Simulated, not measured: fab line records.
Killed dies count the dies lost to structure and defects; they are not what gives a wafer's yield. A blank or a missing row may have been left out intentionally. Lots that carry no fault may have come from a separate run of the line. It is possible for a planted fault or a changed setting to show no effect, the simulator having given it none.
Matching of chambers	flow n5_finfet	4 sister chambers for N5_BEOL_M1_CMP_52 on cmp-03
The step polishes, stops on SiOC, t overpolish 6.8 s, target thk 40 nm. 8 wafers are shown with their chamber, then 7 later ones without.

## WAFERS WITH THEIR CHAMBER
wafer	chamber	motor_current_A (A)	time_to_endpoint_s (s)
L076.5	1	6.3	59
L076.6	2	5.6	63
L078.5	3	6.7	65
L080.1	3	6.9	65
L080.2	1	5.9	59
L080.6	0	5.1	59
L081.2	0	4.9	60
L081.4	2	5.3	65

## WAFERS WITHOUT THEIR CHAMBER
wafer	motor_current_A (A)	time_to_endpoint_s (s)
L081.5	5.2	61
L087.1	4.9	62
L087.4	5.3	58
L087.6	5.3	62
L092.2	5.1	60
L092.3	7.0	62
L092.4	5.4	62

## WHICH CHAMBER EACH ONE RAN IN
wafer	from the rows above	in truth
L081.5	can't be placed: 0 or 2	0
L087.1	can't be placed: 0 or 2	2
L087.4	can't be placed: 0 or 1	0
L087.6	can't be placed: 2 or 0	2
L092.2	0	0
L092.3	can't be placed: 3 or 1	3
L092.4	can't be placed: 2 or 0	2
Correct placement for 1 of the 7. Cannot be placed on the basis of these rows: 6; the candidates contain the true chamber in 6. Placed wrongly: 0.
How it was worked out, from the rows above alone: a wafer's distance from a chamber is the root of the sum, over the readings, of the square of ((its reading less the chamber's mean) divided by the reading's scatter). If the next closest chamber is less than 2 further off than the closest, the wafer can't be placed; otherwise it belongs to the closest. For every chamber, the mean is computed from those of its wafers that are shown. The scatter: the root of (the sum of the squares of (reading less its chamber's mean) over the shown wafers, divided by (wafers less chambers)).
